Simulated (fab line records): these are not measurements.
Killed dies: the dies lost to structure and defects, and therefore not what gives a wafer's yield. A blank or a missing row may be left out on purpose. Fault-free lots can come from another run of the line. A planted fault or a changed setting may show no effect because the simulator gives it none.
fab line records	flow nandHarc
record lots=6	wafers=18	lastDay=24
route steps=1159 shown A_WL_FILL@813
lots that met no fault: taken from a fault-free run of the same line
startH: start of the lot's first displayed wafer, in hours after the record's first day	waitH: hours elapsed since this lot's preceding step	" identical to the entry in the row above	L1.1+2: a single row standing in for several wafers	- no value, or no start given	* or withheld: withheld	< > ~ a bound
route shown NAME@n: a module of which the file shows steps, and the number in the route of the first	usual: average and standard deviation across the fault-free wafers	same: alike in all rows	chamber/n: place in a boat	sites: per-site readings	_std_site: standard deviation of those values	_edge_site: the outer-site mean with the inner-site mean subtracted	radiusMm: for every site, how far away it sits from the centre of the wafer	mask NAME#n: copy n	behind: the last tool/chamber to shape the wafer	hold: why the lot went on hold/how many hours it stayed there/how the hold came to an end	device: the n, p or np transistor that did not switch	end of line: at the end of the route, the tests of the same wafers	for a step that has no rows: nothing shown but its recipe	killed: the dies lost at the first sort to structure and to defects; this is not the yield of the wafer	map: dies across one wafer; x = killed, . = not, _ = none there
set.NAME: the setting as run; set.NAME@STEP: as run at that earlier step	model.NAME: the simulator's own value behind a step, which no gauge read
lots seen at some steps along the route; tables by step, rows by wafer
services: when a tool's chamber went out of use (startH, in hours from the record's first day, below 0 if earlier), for how many hours, and the reason
## steps
# step NHARC_A_WL_FILL_CVD_03
# recipe targetThkA=400	tempC=300	pressureTorr=40	wf6FlowSccm=40	h2FlowSccm=1600	arFlowSccm=1560	timeS=3302	material=W
# step NHARC_A_WL_FILL_ETCHBACK_04
# recipe targetDepthA=600	timeS=120	chemistry=NF3
# step NHARC_A_WL_FILL_ETCHBACK_05
# recipe targetDepthA=220	timeS=60	tempC=40	chemistry=Cl2/BCl3
# usual chamberPressureMTorr=9.999/0.0095	drypumpMotorCurrentA=5.7/0.5	oesProductAu=1.001/0.0081	runLengthS=81.5/0.3
lot.wafer	tool	chamber	startH	waitH	chamberPressureMTorr	drypumpMotorCurrentA	oesProductAu	rfHoursCounterH	runLengthS
L963.2	rieMetal-03	1	347.60	0.2	9.999	6.4	1.006	2.4	81.8
L963.3	"	0	"	"	10.002	5.1	1.000	-	81.5
L963.5	"	0	"	"	9.983	5.0	1.008	-	81.6
L965.2	rieMetal-01	1	354.06	0.2	9.986	5.9	0.996	0.6	81.5
L965.3	"	0	"	"	10.003	5.1	1.000	-	81.6
L965.5	"	1	"	"	9.998	5.9	1.003	-	81.8
L975.2	rieMetal-03	0	407.46	0.2	9.992	5.1	0.999	4.0	81.8
L975.4	"	1	"	"	9.997	6.5	1.002	-	81.9
L975.6	"	0	"	"	9.986	5.1	1.000	-	81.5
L977.2	rieMetal-03	0	444.01	0.2	10.009	5.1	1.002	5.1	81.6
L977.1	"	1	"	"	9.999	6.4	1.007	5.1	82.1
L977.3	"	1	"	"	10.014	6.4	1.001	-	81.4
L978.4	rieMetal-02	0	447.18	0.1	10.001	6.0	1.001	-	81.7
L978.3	"	1	"	"	9.992	5.5	1.001	-	81.3
L978.5	"	1	"	"	10.001	5.5	1.000	-	81.1
L982.3	rieMetal-01	1	476.44	0.2	9.988	6.0	1.012	-	81.0
L982.6	"	1	"	"	10.001	6.0	1.010	-	81.4
L982.5	"	0	"	"	9.985	5.1	0.994	-	81.9
# step NHARC_A_WL_FILL_STRIP_27
# recipe powerW=1500	tempC=250	timeS=20	chemistry=N2/H2
# usual drypumpMotorCurrentA=5.8/0.64	heaterPowerW=329/34
lot.wafer	tool	chamber	startH	waitH	drypumpMotorCurrentA	heaterPowerW	rfHoursCounterH
L963.2	plasmaAsher-01	0	347.75	0.1	5.6	391	19
L963.3	"	0	"	"	5.5	388	-
L963.5	"	1	"	"	6.0	321	-
L965.2	plasmaAsher-02	1	354.22	0.1	4.9	297	56
L965.3	"	0	"	"	6.6	317	-
L965.5	"	0	"	"	6.6	325	-
L975.2	plasmaAsher-02	1	407.91	0.4	5.0	292	12
L975.4	"	1	"	"	4.9	298	-
L975.6	"	0	"	"	6.6	324	-
L977.1	plasmaAsher-02	1	444.15	0.1	5.0	292	24
L977.2	"	0	"	"	6.6	319	24
L977.3	"	0	"	"	6.6	319	-
L978.4	plasmaAsher-02	1	447.70	0.5	4.9	292	-
L978.3	"	0	"	"	6.7	312	-
L978.5	"	0	"	"	6.6	316	-
L982.3	plasmaAsher-01	0	476.62	0.2	5.6	383	-
L982.5	"	1	"	"	6.1	331	-
L982.6	"	0	"	"	5.6	378	-
# step NHARC_A_WL_FILL_STRIP_28
# recipe timeS=1200	tempC=72.5	chemistry=postEtchResidueRemover
# step NHARC_A_WL_FILL_PRECLEAN_06
# recipe timeS=300	chemistry=DIW
# step NHARC_A_WL_FILL_SRD_07
# step NHARC_A_WL_FILL_ANNEAL_08
# recipe tempC=450	timeS=1800
# step NHARC_A_WL_FILL_ALD_10
# recipe targetThkA=500	pulseTimeS=10	aldCycles=500	tempC=300	material=SiO2
# usual heaterPowerW=462/40	precursorPulseHeightRel=0.998/0.02
lot.wafer	tool	chamber	startH	waitH	heaterPowerW	precursorPulseHeightRel
L963.3	aldHk-03	1	352.94	0.1	500	1.028
L963.2	"	2	"	"	432	0.996
L963.5	"	1	355.00	2.1	498	0.993
L965.3	aldHk-01	2	358.62	2.1	491	1.008
L965.2	"	3	"	"	460	1.008
L965.5	"	3	361.19	4.7	465	1.007
L975.4	aldHk-04	2	413.04	0.1	423	0.975
L975.2	"	1	414.59	1.6	546	1.008
L975.6	"	3	415.62	2.6	401	0.969
L977.1	aldHk-01	1	449.39	0.1	395	0.971
L977.2	"	2	450.42	1.1	504	1.019
L977.3	"	3	451.45	2.1	453	0.996
L978.4	aldHk-03	1	453.76	0.8	501	0.964
L978.3	"	3	454.81	1.9	491	1.010
L978.5	"	0	"	"	455	1.044
L982.3	aldHk-01	1	482.85	1.1	386	1.003
L982.6	"	3	483.89	2.1	442	1.001
L982.5	"	0	"	"	461	1.012
# step NHARC_A_WL_FILL_ETCHBACK_16
# recipe targetDepthA=880	timeS=17.6	c4f8FlowSccm=withheld	o2FlowSccm=8	arFlowSccm=withheld	rfW=600	biasW=800	chemistry=C4F8/O2/Ar
# usual biasW=800.0/2.5	chamberPressureMTorr=25.001/0.023	oesProductAu=0.979/0.03	rfVppV=723/3.8	runLengthS=38.9/0.31
lot.wafer	tool	chamber	startH	waitH	biasW	chamberPressureMTorr	oesProductAu	rfHoursCounterH	rfVppV	runLengthS
L963.3	rieDiel-12	0	-	-	801.7	25.013	1.006	9.6	718	39.5
L963.2	"	2	"	"	801.9	24.990	1.000	8.4	727	38.4
L963.5	"	2	"	"	805.5	24.966	0.993	-	726	38.7
L965.2	rieDiel-03	2	-	-	801.8	25.024	0.986	5.4	718	38.9
L965.3	"	3	"	"	800.9	25.008	0.990	5.6	729	38.7
L965.5	"	2	"	"	801.1	24.987	0.991	-	718	38.6
L975.4	rieDiel-06	1	-	-	801.9	25.019	1.003	4.9	720	39.2
L975.2	"	3	"	"	798.5	24.994	1.016	4.7	728	39.1
L975.6	"	2	"	"	800.4	25.026	1.004	-	723	38.7
L977.2	rieDiel-06	2	-	-	799.3	25.000	0.976	0.6	723	39.2
L977.3	"	3	"	"	801.9	24.982	0.988	0.5	728	39.0
L977.1	"	1	"	"	797.4	25.042	1.006	0.5	721	38.6
L978.3	rieDiel-12	2	-	-	803.4	25.004	0.995	4.7	727	38.5
L978.4	"	3	"	"	802.6	24.991	0.998	4.1	724	39.3
L978.5	"	2	"	"	807.8	24.975	0.990	-	730	38.7
L982.3	rieDiel-12	1	-	-	795.1	25.002	0.927	6.0	724	38.8
L982.5	"	1	"	"	797.7	25.051	0.924	-	725	39.3
L982.6	"	2	"	"	801.3	25.003	0.934	-	727	38.5
# step NHARC_A_WL_FILL_STRIP_29
# recipe timeS=20	o2FlowSccm=500	arFlowSccm=0	biasW=0	chemistry=O2
# usual chamberPressureMTorr=60.01/0.054	drypumpMotorCurrentA=5.6/0.44	oesProductAu=1.001/0.0096	rfVppV=57.8/0.76	showerheadPlenumPTorr=3.54/0.12	throttleValvePct=17.037/0.0086
# same biasW=0
lot.wafer	tool	chamber	startH	waitH	chamberPressureMTorr	drypumpMotorCurrentA	oesProductAu	rfHoursCounterH	rfVppV	showerheadPlenumPTorr	throttleValvePct
L963.3	rieDiel-12	2	357.69	0.1	60.05	5.3	0.989	8.4	57.6	3.68	17.042
L963.2	"	0	"	"	60.02	5.9	1.008	9.6	58.9	3.35	17.038
L963.5	"	0	"	"	59.99	5.9	1.002	-	57.1	3.35	17.040
L965.2	rieDiel-03	2	363.36	0.1	60.14	6.2	1.004	5.4	57.9	3.31	17.037
L965.3	"	3	"	"	60.01	6.3	0.997	5.7	58.7	3.71	17.044
L965.5	"	2	"	"	60.05	6.2	0.989	-	58.0	3.31	17.051
L975.4	rieDiel-06	1	417.79	0.1	59.95	5.1	0.983	4.9	57.4	3.41	17.036
L975.2	"	0	"	"	59.95	5.4	0.997	4.5	58.6	3.50	17.043
L975.6	"	2	"	"	59.98	5.0	1.003	-	56.3	3.55	17.028
L977.3	rieDiel-06	2	457.21	0.1	60.00	5.0	0.996	0.6	57.4	3.55	17.042
L977.2	"	3	"	"	60.03	6.2	1.009	0.5	58.7	3.70	17.024
L977.1	"	1	"	"	59.97	5.1	1.015	0.5	57.1	3.41	17.046
L978.4	rieDiel-12	3	458.03	0.1	60.14	5.2	1.008	4.1	58.0	3.52	17.039
L978.3	"	0	"	"	60.02	5.9	1.013	3.7	57.3	3.35	17.057
L978.5	"	3	"	"	60.05	5.2	1.005	-	57.0	3.52	17.044
L982.3	rieDiel-12	2	486.57	0.1	60.00	5.3	0.992	6.7	59.4	3.68	17.023
L982.5	"	1	"	"	59.94	5.9	1.003	-	56.9	3.56	17.052
L982.6	"	2	"	"	59.98	5.3	0.998	-	56.9	3.68	17.042
# step NHARC_A_WL_FILL_ETCHBACK_17
# recipe targetDepthA=40	timeS=26.7	chemistry=Cl2/BCl3
# usual chamberPressureMTorr=9.999/0.009	drypumpMotorCurrentA=5.7/0.5	oesProductAu=0.998/0.0095	runLengthS=48.20/0.29
lot.wafer	tool	chamber	startH	waitH	chamberPressureMTorr	drypumpMotorCurrentA	oesProductAu	rfHoursCounterH	runLengthS
L963.2	rieMetal-03	0	357.78	-	9.998	5.1	1.001	2.7	48.29
L963.3	"	1	"	"	9.990	6.5	1.013	-	48.38
L963.5	"	1	"	"	10.000	6.5	1.007	-	48.29
L965.2	rieMetal-02	1	363.44	-	10.003	5.5	0.991	4.4	48.06
L965.3	"	1	"	"	10.016	5.5	0.999	-	48.37
L965.5	"	1	"	"	9.989	5.5	1.005	-	48.26
L975.2	rieMetal-01	1	417.88	-	9.999	6.0	0.999	2.7	47.91
L975.4	"	0	"	"	9.990	5.1	0.998	-	48.72
L975.6	"	1	"	"	9.977	5.9	1.015	-	47.83
L977.1	rieMetal-02	0	457.30	-	10.010	6.0	0.986	1.5	47.89
L977.2	"	1	"	"	10.002	5.5	0.991	1.5	48.14
L977.3	"	0	"	"	9.975	6.0	0.985	-	48.27
L978.3	rieMetal-01	1	458.16	-	10.003	5.9	1.007	-	47.73
L978.4	"	0	"	"	9.984	5.1	1.002	-	38.45
L978.5	"	0	"	"	10.002	5.1	1.009	-	39.13
L982.3	rieMetal-01	1	486.70	-	10.008	5.9	1.009	-	48.10
L982.5	"	1	"	"	10.001	6.0	1.009	-	48.13
L982.6	"	0	"	"	9.985	5.1	1.004	-	38.39
# step NHARC_A_WL_FILL_PRECLEAN_18
# recipe timeS=30	chemistry=dHF
## services
tool	chamber	startH	hours	kind
rieMetal-01	-	332.00	9.0	pm
rieDiel-12	0	333.90	-	clean
rieDiel-12	1	333.90	-	clean
rieDiel-12	1	356.37	6.4	repair
plasmaAsher-02	-	360.00	9.0	pm
aldHk-04	-	367.07	0.2	repair
aldHk-04	-	371.15	10.0	pm
rieDiel-12	-	379.40	9.0	pm
rieMetal-02	-	388.00	9.0	pm
rieDiel-06	2	389.99	7.2	repair
rieDiel-03	-	392.33	9.0	pm
plasmaAsher-02	-	393.59	4.7	repair
aldHk-01	-	408.35	10.0	pm
rieDiel-06	-	418.20	9.0	pm
rieMetal-03	-	421.04	0.8	repair
rieDiel-12	-	436.19	0.8	repair
aldHk-01	-	437.08	7.3	repair
plasmaAsher-02	-	449.43	2.6	repair
rieMetal-01	0	451.61	2.1	repair
rieMetal-03	-	453.00	9.0	pm
plasmaAsher-01	-	453.74	9.0	pm
aldHk-01	-	458.02	0.7	repair
rieDiel-06	0	465.11	4.7	repair
rieMetal-01	-	473.79	0.2	repair
## key
firstSign step=NHARC_A_WL_FILL_ETCHBACK_17	reading=runLengthS	direction=down	sigmas=33	usual=*	struck=*
effect none on later readings
metAt NHARC_A_WL_FILL_ETCHBACK_17
struckWafers L978.4,L978.5,L982.6
testerLeftOut L978,L982
onsetBetween 417.88 458.16
fault kind=processParameterDrift	tool=rieMetal-01	chamber=0	onsetH=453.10	steps=NHARC_A_WL_FILL_ETCHBACK_17	channel=timeS	offset=*	shape=step	endH=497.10	actsIn=*	stated=*
# testerLeftOut: of these lots the tester's yield and bins aren't shown, on N5 and GAA mostly nor the transistor test; their killed dies are dies lost to structure and defects alone, not to doping, threshold or leakage, so they don't give the yield
